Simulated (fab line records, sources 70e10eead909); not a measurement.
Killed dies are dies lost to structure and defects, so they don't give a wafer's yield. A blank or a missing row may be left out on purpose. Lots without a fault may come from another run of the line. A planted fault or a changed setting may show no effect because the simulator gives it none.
fab line records | flow nand_harc
record lots=5 wafers=15 last_day=35
route steps=1302 shown A_M0@1150 END@1302
lots that met no fault: from a run of the same line without faults
start_h: hours from the record's first day to the start of the lot's first wafer shown | wait_h: hours since the lot's step before | " the same as in the row above | L1.1+2: a row that stands for several wafers | - no value, or no start given | * or withheld: withheld | < > ~ a bound
route shown NAME@n: a module of which the file shows steps, and the number in the route of the first | usual: mean/standard deviation of fault-free wafers | same: alike in all rows | chamber/n: place in a boat | sites: the reading at each site | _std_site: their standard deviation | _edge_site: outer sites' mean less inner sites' | radius_mm: how far each site lies from the wafer's centre | mask NAME#n: copy n | behind: the tool/chamber that last shaped the wafer | hold: why the lot was held/for how many hours/how that ended | device: the transistor (n, p or np) that didn't switch | end of line: the same wafers' tests at the end of the route | a step without rows: its recipe alone | killed: dies lost to structure and defects at the first sort, not the wafer's yield | map: a wafer's dies, x killed, . not, _ none there
set.NAME: the setting as run; set.NAME@STEP: as run at that earlier step | model.NAME: the simulator's own value behind a step, which no gauge read
lots at some steps of the route; a table a step, a row a wafer
services: from which hour (start_h, from the record's first day; less than 0 if before it) a tool's chamber was out of use, for how many hours, and why
## steps
# step NHARC_A_M0_DESCUM_14
# recipe time_s=3 o2_flow_sccm=200 ar_flow_sccm=0 bias_power_w=0 chemistry=O2
# step NHARC_A_M0_ETCH_34
# recipe target_depth_a=400 overetch_a=120 time_s=43.94 ion_energy_ev=200 n2_flow_sccm=150 h2_flow_sccm=150 ar_flow_sccm=0 rf_w=400 bias_w=150 chemistry=N2/H2
# step NHARC_A_M0_ETCH_15
# recipe target_depth_a=1500 overetch_a=150 time_s=82.5 c4f8_flow_sccm=withheld ar_flow_sccm=400 rf_w=600 bias_w=300 chemistry=C4F8/Ar
# step NHARC_A_M0_CD_MEAS_16
# usual cd_nm=79.3/0.87
# columns lot.wafer tool chamber start_h wait_h cd_nm
L595.2 cd_sem-03 - 533.63 - 80.6
L595.5 " - " " 79.7
L595.6 " - " " 81.2
L597.2 cd_sem-03 - 562.19 - 81.2
L597.3 " - " " 80.7
L597.4 " - " " 79.3
L603.3 cd_sem-03 - 662.34 - 79.3
L603.5 " - " " 79.1
L603.6 " - " " 79.4
L616.1 cd_sem-01 - 753.73 - 77.9
L616.2 " - " " 80.8
L616.4 " - " " 79.7
L617.1 cd_sem-02 - 789.69 - 78.8
L617.4 " - " " 80.1
L617.5 " - " " 78.1
# step NHARC_A_M0_STRIP_18
# recipe power_w=1000 n2_flow_sccm=150 h2_flow_sccm=150 ar_flow_sccm=0 bias_w=0 chemistry=N2/H2
# usual drypump_motor_current_A=5.6/0.54 n2_flow_sccm=150.0/0.45 oes_product_au=1.002/0.009 rf_vpp_V=90.8/0.98 showerhead_plenum_p_Torr=2.02/0.087 throttle_valve_pct=14.171/0.009
# columns lot.wafer tool chamber start_h wait_h drypump_motor_current_A n2_flow_sccm oes_product_au rf_hours_counter_h rf_vpp_V showerhead_plenum_p_Torr throttle_valve_pct
L595.2 rie_diel-05 2 533.76 0.1 5.1 150.2 1.009 5.4 90.7 2.00 14.167
L595.6 " 0 " " 6.0 150.7 1.003 - 91.2 2.09 14.169
L595.5 " 1 " " 5.5 150.4 0.995 - 90.9 2.07 14.183
L597.3 rie_diel-08 0 562.29 0.1 5.0 150.0 0.998 0.8 90.9 2.15 14.165
L597.4 " 1 " " 5.8 149.4 0.989 0.7 91.1 1.94 14.165
L597.2 " 2 " " 4.8 149.7 1.008 0.5 90.6 1.98 14.166
L603.3 rie_diel-09 1 662.41 0.1 5.2 149.7 1.005 6.9 92.4 1.99 14.169
L603.5 " 1 " " 5.2 150.2 1.006 - 90.4 1.99 14.182
L603.6 " 2 " " 6.4 150.1 1.023 - 92.4 2.07 14.168
L616.2 rie_diel-08 3 753.81 0.1 5.5 150.6 0.999 1.5 92.5 2.16 14.181
L616.1 " 0 " " 5.0 150.4 0.993 1.5 91.8 2.15 14.175
L616.4 " 2 " " 4.8 149.3 0.981 1.3 91.0 1.98 14.164
L617.4 rie_diel-09 3 789.82 0.1 6.5 149.1 1.004 6.8 91.5 2.01 14.183
L617.1 " 0 " " 6.2 150.6 1.013 8.1 90.2 1.88 14.157
L617.5 " 1 " " 5.2 149.5 0.991 - 90.5 1.99 14.179
# step NHARC_A_M0_STRIP_19
# recipe time_s=600 temp_c=30 chemistry=post_etch_residue_remover
# step NHARC_A_M0_DEGAS_28
# recipe temp_c=250 time_s=60
# usual heater_power_w=346/26
# columns lot.wafer tool chamber start_h wait_h heater_power_w
L595.2 pvd_sputter-01 - 534.27 - 377
L595.5 " - " " 350
L595.6 " - " " 360
L597.3 pvd_sputter-02 - 562.81 - 320
L597.4 " - " " 321
L597.2 " - " " 327
L603.3 pvd_sputter-02 - 662.97 - 327
L603.6 " - " " 314
L603.5 " - " " 299
L616.4 pvd_sputter-01 - 754.35 - 337
L616.1 " - " " 369
L616.2 " - " " 356
L617.4 pvd_sputter-01 - 790.31 - 369
L617.1 " - " " 377
L617.5 " - " " 354
# step NHARC_A_M0_PRE_CLEAN_29
# recipe time_s=30 temp_c=280 gas=H2/He
# usual heater_power_w=427/33
# columns lot.wafer tool chamber start_h wait_h heater_power_w
L595.2 pvd_sputter-01 - - - 390
L595.6 " - " " 449
L595.5 " - " " 382
L597.4 pvd_sputter-02 - - - 390
L597.2 " - " " 401
L597.3 " - " " 391
L603.3 pvd_sputter-02 - - - 387
L603.6 " - " " 377
L603.5 " - " " 396
L616.1 pvd_sputter-01 - - - 422
L616.4 " - " " 448
L616.2 " - " " 470
L617.1 pvd_sputter-01 - - - 454
L617.4 " - " " 441
L617.5 " - " " 390
# step NHARC_A_M0_PVD_20
# recipe target_thk_a=50 bias_v=168.6 power_w=15000 chamber_pressure_pa=0.12 time_s=8.06 substrate_temp_c=50 material=TaN
# usual throttle_valve_pct=30.0/1.2
# columns lot.wafer tool chamber start_h wait_h throttle_valve_pct
L595.2 pvd_sputter-01 - - - 27.2
L595.5 " - " " 30.0
L595.6 " - " " 30.4
L597.2 pvd_sputter-02 - - - 30.5
L597.3 " - " " 29.9
L597.4 " - " " 30.4
L603.3 pvd_sputter-02 - - - 30.3
L603.5 " - " " 31.3
L603.6 " - " " 30.5
L616.2 pvd_sputter-01 - - - 30.9
L616.4 " - " " 27.0
L616.1 " - " " 30.7
L617.1 pvd_sputter-01 - - - 29.8
L617.4 " - " " 30.4
L617.5 " - " " 30.3
# step NHARC_A_M0_PVD_21
# recipe target_thk_a=300 chamber_pressure_pa=5 power_w=5000 substrate_temp_c=30 time_s=20.49 material=Cu
# usual throttle_valve_pct=29.9/1.3
# columns lot.wafer tool chamber start_h wait_h throttle_valve_pct
L595.2 pvd_sputter-01 - - - 30.2
L595.5 " - " " 29.9
L595.6 " - " " 30.2
L597.2 pvd_sputter-02 - - - 29.8
L597.3 " - " " 30.7
L597.4 " - " " 30.8
L603.3 pvd_sputter-02 - - - 31.6
L603.6 " - " " 31.4
L603.5 " - " " 30.5
L616.1 pvd_sputter-01 - - - 31.2
L616.4 " - " " 29.4
L616.2 " - " " 30.9
L617.4 pvd_sputter-01 - - - 31.1
L617.1 " - " " 30.3
L617.5 " - " " 27.4
# step NHARC_A_M0_ECD_22
# recipe target_thk_a=4000 bath_temp_c=25 material=Cu
# step NHARC_A_M0_ANNEAL_30
# recipe temp_c=225 time_s=90
# step NHARC_A_M0_CMP_23
# recipe t_overpolish_s=20 target_thk_nm=113.75
# usual motor_current_A=12.2/1.5 time_to_endpoint_s=29.7/2.6
# columns lot.wafer tool chamber start_h wait_h motor_current_A time_to_endpoint_s
L595.2 cmp-02 3 535.40 - 13.1 29.3
L595.6 " 0 " " 10.2 28.5
L595.5 " 1 " " 11.5 33.9
L597.2 cmp-03 0 563.96 - 11.0 27.3
L597.4 " 1 " " 13.2 31.1
L597.3 " 2 " " 11.8 28.1
L603.3 cmp-02 1 664.12 - 11.5 37.6
L603.6 " 2 " " 13.3 29.9
L603.5 " 3 " " 12.3 27.3
L616.1 cmp-01 3 755.43 - 14.0 29.5
L616.4 " 0 " " 11.6 30.0
L616.2 " 2 " " 15.4 33.3
L617.1 cmp-01 2 791.40 - 15.0 31.7
L617.4 " 0 " " 11.8 29.4
L617.5 " 3 " " 14.2 28.3
# step NHARC_A_M0_SRD_25
# step NHARC_A_M0_INSPECT_27
# usual raw_defect_count=565/150
# columns lot.wafer tool chamber start_h wait_h raw_defect_count
L595.2 defect_inspect-01 - 535.79 0.0 499
L595.5 " - " " 534
L595.6 " - " " 609
L597.2 defect_inspect-02 - 564.40 0.0 463
L597.3 " - " " 619
L597.4 " - " " 680
L603.3 defect_inspect-02 - 664.51 0.0 3239
L603.5 " - " " 611
L603.6 " - " " 572
L616.1 defect_inspect-01 - 755.91 0.0 422
L616.2 " - " " 714
L616.4 " - " " 445
L617.1 defect_inspect-02 - 791.87 0.0 444
L617.4 " - " " 643
L617.5 " - " " 313
# step NHARC_A_M0_PRE_CLEAN_31
# recipe time_s=12 temp_c=370 rf_power_w=300 gas=NH3
# step NHARC_END_SORT_01
# recipe temp_c=25
# usual defect_limited_yield=91.3/2.7 killed_at_array=54/18 killed_at_other=0.9/1.2 killed_at_periphery=4.4/2.9 killed_dies=59/18 killed_open=3.2/1.8 killed_short=2.6/1.8
# same gross_dies=677
# columns lot.wafer tool chamber start_h wait_h defect_limited_yield[%] killed_at_array killed_at_other killed_at_periphery killed_dies killed_open killed_short
L595.2 prober-02 0 574.63 2.8 87.6 79 0 5 84 8 5
L595.5 prober-02 0 577.06 3.7 88.5 73 1 4 78 5 5
L595.6 prober-02 0 577.87 4.0 88.5 72 0 6 78 5 2
L597.2 prober-01 0 602.78 2.8 86.3 85 1 7 93 4 1
L597.3 prober-01 0 603.58 3.1 88.2 77 3 0 80 3 3
L597.4 prober-01 0 604.38 3.4 86.1 88 1 5 94 5 2
L603.3 prober-02 0 714.14 3.1 0 677 0 0 677 4 1
L616.1 prober-02 0 791.76 2.5 89.5 69 1 1 71 1 3
L616.2 prober-02 0 792.57 2.8 88.3 76 2 1 79 8 2
L616.4 prober-02 0 794.19 3.4 85.5 91 0 7 98 3 3
L617.1 prober-02 0 839.42 2.5 97.3 14 1 3 18 2 1
L617.4 prober-02 0 841.81 3.4 94.4 26 4 8 38 4 4
L617.5 prober-02 0 842.61 3.7 96.3 22 1 2 25 2 2
# killed by level:class
L595.2 A_CHANNEL_HOLE_D1:chamber_film_flake=29 A_SLIT:chamber_film_flake=29 A_CHANNEL_HOLE_D2:chamber_film_flake=4 A_CONTACT:chamber_film_flake=4 P_CONTACT:geometric_particle:open=3 P_M0:geometric_particle:open=2 A_CHANNEL_FILL_D2:geometric_particle:short=2 A_STAIRCASE:chamber_film_flake=2
L595.5 A_CHANNEL_HOLE_D1:chamber_film_flake=32 A_SLIT:chamber_film_flake=23 A_CHANNEL_HOLE_D2:chamber_film_flake=6 A_CONTACT:chamber_film_flake=4 P_CONTACT:geometric_particle:open=2 A_CHANNEL_FILL_D1:geometric_particle:short=2 P_STI:geometric_particle:short=1 P_M0:geometric_particle:open=1
L595.6 A_SLIT:chamber_film_flake=24 A_CHANNEL_HOLE_D1:chamber_film_flake=23 A_CHANNEL_HOLE_D2:chamber_film_flake=11 A_STAIRCASE:chamber_film_flake=3 A_CONTACT:chamber_film_flake=3 P_M0:geometric_particle:open=2 P_CONTACT:geometric_particle:open=1 A_DECK1_JOINT:geometric_particle:open=1
L597.2 A_SLIT:chamber_film_flake=32 A_CHANNEL_HOLE_D2:chamber_film_flake=31 A_CONTACT:chamber_film_flake=6 A_CHANNEL_HOLE_D1:chamber_film_flake=5 A_STAIRCASE:chamber_film_flake=5 P_CONTACT:chamber_film_flake=3 P_M2:chamber_film_flake=2 A_DECK1_JOINT:chamber_film_flake=2
L597.3 A_SLIT:chamber_film_flake=33 A_CHANNEL_HOLE_D2:chamber_film_flake=24 A_CONTACT:chamber_film_flake=7 THIN_TSV:chamber_film_flake=3 A_CHANNEL_FILL_D2:geometric_particle:open=2 A_CHANNEL_HOLE_D1:chamber_film_flake=2 A_CHANNEL_FILL_D1:geometric_particle:short=1 A_WL_FILL:geometric_particle:short=1
L597.4 A_CHANNEL_HOLE_D2:chamber_film_flake=33 A_SLIT:chamber_film_flake=31 A_CONTACT:chamber_film_flake=11 A_CHANNEL_HOLE_D1:chamber_film_flake=4 P_M2:chamber_film_flake=3 P_STI:geometric_particle:open=1 A_ONON_D1:geometric_particle:short=1 A_ONON_D2:geometric_particle:short=1
L603.3 A_M0:area_cmp=611 A_SLIT:chamber_film_flake=26 A_CHANNEL_HOLE_D2:chamber_film_flake=21 A_CHANNEL_HOLE_D1:chamber_film_flake=5 A_WL_FILL:chamber_film_flake=5 A_M0:geometric_particle:open=2 A_CHANNEL_HOLE_D1:geometric_particle:open=1 A_DECK1_JOINT:geometric_particle:short=1
L616.1 A_SLIT:chamber_film_flake=18 A_CHANNEL_HOLE_D2:chamber_film_flake=18 A_CHANNEL_HOLE_D1:chamber_film_flake=10 A_M1:chamber_film_flake=9 A_STAIRCASE:chamber_film_flake=3 A_WL_FILL:chamber_film_flake=3 A_CONTACT:chamber_film_flake=3 A_ONON_D1:geometric_particle:short=2
L616.2 A_SLIT:chamber_film_flake=24 A_CHANNEL_HOLE_D2:chamber_film_flake=18 A_CHANNEL_HOLE_D1:chamber_film_flake=12 A_M1:chamber_film_flake=6 A_STAIRCASE:chamber_film_flake=3 A_ONON_D1:geometric_particle:open=2 A_CONTACT:chamber_film_flake=2 A_ONON_D1:geometric_particle:short=1
L616.4 A_SLIT:chamber_film_flake=34 A_CHANNEL_HOLE_D2:chamber_film_flake=29 A_CHANNEL_HOLE_D1:chamber_film_flake=7 A_WL_FILL:chamber_film_flake=4 A_DECK1_JOINT:chamber_film_flake=4 A_CONTACT:chamber_film_flake=4 A_STAIRCASE:chamber_film_flake=3 P_ZERO_WELL:chamber_film_flake=2
L617.1 A_SLIT:chamber_film_flake=6 A_STAIRCASE:chamber_film_flake=3 A_ONON_D2:geometric_particle:short=1 A_SGD_CUT:geometric_particle:open=1 A_WL_FILL:geometric_particle:open=1 P_ZERO_WELL:chamber_film_flake=1 P_STI:chamber_film_flake=1 P_BONDPAD:chamber_film_flake=1
L617.4 A_SLIT:chamber_film_flake=7 A_STAIRCASE:chamber_film_flake=6 THIN_TSV:chamber_film_flake=4 P_STI:chamber_film_flake=2 P_GATE:chamber_film_flake=2 A_DECK1_JOINT:chamber_film_flake=2 A_WL_FILL:chamber_film_flake=2 P_GATE:geometric_particle:short=1
L617.5 A_SLIT:chamber_film_flake=9 A_DECK1_JOINT:chamber_film_flake=3 A_CONTACT:chamber_film_flake=3 A_STAIRCASE:chamber_film_flake=2 A_ONON_D1:geometric_particle:open=1 A_CHANNEL_FILL_D1:geometric_particle:open=1 A_CHANNEL_FILL_D2:geometric_particle:short=1 A_SGD_CUT:geometric_particle:short=1
# map L603.3 (x killed, . not)
____________x____________
_________xxxxxxx_________
_______xxxxxxxxxxx_______
______xxxxxxxxxxxxx______
_____xxxxxxxxxxxxxxx_____
____xxxxxxxxxxxxxxxxx____
____xxxxxxxxxxxxxxxxx____
___xxxxxxxxxxxxxxxxxxx___
___xxxxxxxxxxxxxxxxxxx___
__xxxxxxxxxxxxxxxxxxxxx__
__xxxxxxxxxxxxxxxxxxxxx__
_xxxxxxxxxxxxxxxxxxxxxxx_
_xxxxxxxxxxxxxxxxxxxxxxx_
_xxxxxxxxxxxxxxxxxxxxxxx_
_xxxxxxxxxxxxxxxxxxxxxxx_
_xxxxxxxxxxxxxxxxxxxxxxx_
xxxxxxxxxxxxxxxxxxxxxxxxx
xxxxxxxxxxxxxxxxxxxxxxxxx
xxxxxxxxxxxxxxxxxxxxxxxxx
xxxxxxxxxxxxxxxxxxxxxxxxx
xxxxxxxxxxxxxxxxxxxxxxxxx
_xxxxxxxxxxxxxxxxxxxxxxx_
_xxxxxxxxxxxxxxxxxxxxxxx_
_xxxxxxxxxxxxxxxxxxxxxxx_
_xxxxxxxxxxxxxxxxxxxxxxx_
_xxxxxxxxxxxxxxxxxxxxxxx_
__xxxxxxxxxxxxxxxxxxxxx__
__xxxxxxxxxxxxxxxxxxxxx__
___xxxxxxxxxxxxxxxxxxx___
___xxxxxxxxxxxxxxxxxxx___
____xxxxxxxxxxxxxxxxx____
____xxxxxxxxxxxxxxxxx____
_____xxxxxxxxxxxxxxx_____
______xxxxxxxxxxxxx______
_______xxxxxxxxxxx_______
_________xxxxxxx_________
____________x____________
# map L595.2 (x killed, . not)
____________.____________
_________......._________
_______..x......x._______
______...x.........______
_____.............x._____
____........x........____
____...........x.....____
___...................___
___............x......___
__.....................__
__.....................__
_......x................_
_x..x..x..............x._
_....xxxx..x..........x._
_.....x.x.............xx_
_...xxx.x..x...x....xxxx_
..x.xxxxx..x...........xx
....xxxx............xxxxx
....xxxxx.x..........xxx.
..................xxxxxx.
.......x...........x..xxx
_....................xx._
_......................x_
_......x............x..._
_......................._
_......................._
__.....................__
__.x...................__
___..................x___
___.....x......x......___
____..........x......____
____............x.x..____
_____..x............_____
______..........x..______
_______..........._______
_________......._________
____________.____________
## services
# columns tool chamber start_h hours kind
rie_diel-09 1 509.79 4.1 repair
cmp-02 - 510.75 0.3 repair
rie_diel-09 - 527.64 3.1 repair
rie_diel-08 - 528.91 1.9 repair
cmp-02 - 529.96 4.0 pm
pvd_sputter-01 - 541.99 3.6 repair
rie_diel-08 - 544.92 9.0 pm
rie_diel-08 - 570.08 0.6 repair
cmp-01 - 577.58 4.0 pm
pvd_sputter-01 - 582.00 10.0 pm
cmp-02 - 622.90 0.7 repair
cmp-02 - 627.96 4.0 pm
rie_diel-09 1 634.20 13.8 repair
pvd_sputter-02 - 638.02 10.0 pm
cmp-02 - 646.65 1.3 repair
cmp-02 - 652.64 1.6 repair
cmp-01 - 656.72 1.1 repair
pvd_sputter-02 - 664.95 2.2 repair
rie_diel-09 - 674.15 9.0 pm
cmp-01 - 675.58 4.0 pm
cmp-01 - 690.80 0.3 repair
pvd_sputter-01 - 731.91 5.0 repair
pvd_sputter-02 - 735.53 1.5 repair
pvd_sputter-01 - 760.00 10.0 pm
## key
first_sign step=NHARC_A_M0_INSPECT_27 reading=raw_defect_count direction=up sigmas=18 usual=565 struck=3239
effect step=NHARC_END_SORT_01 reading=killed_at_array direction=up sigmas=34 usual=54 struck=677
more_kills_born_at NHARC_A_M0_CMP_23@cmp-02=611
met_at NHARC_A_M0_CMP_23
struck_wafers L603.3
later_rows_left_out L603.3
onset_between 535.40 664.12
fault kind=process_parameter_drift tool=cmp-02 chamber=- onset_h=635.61 steps=NHARC_A_M0_CMP_23 channel=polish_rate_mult offset=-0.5 shape=step end_h=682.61 scope=struck_wafers_only
# later_rows_left_out: the simulator's readings of these wafers behind a module that went badly wrong aren't trusted and aren't shown, but for the sort
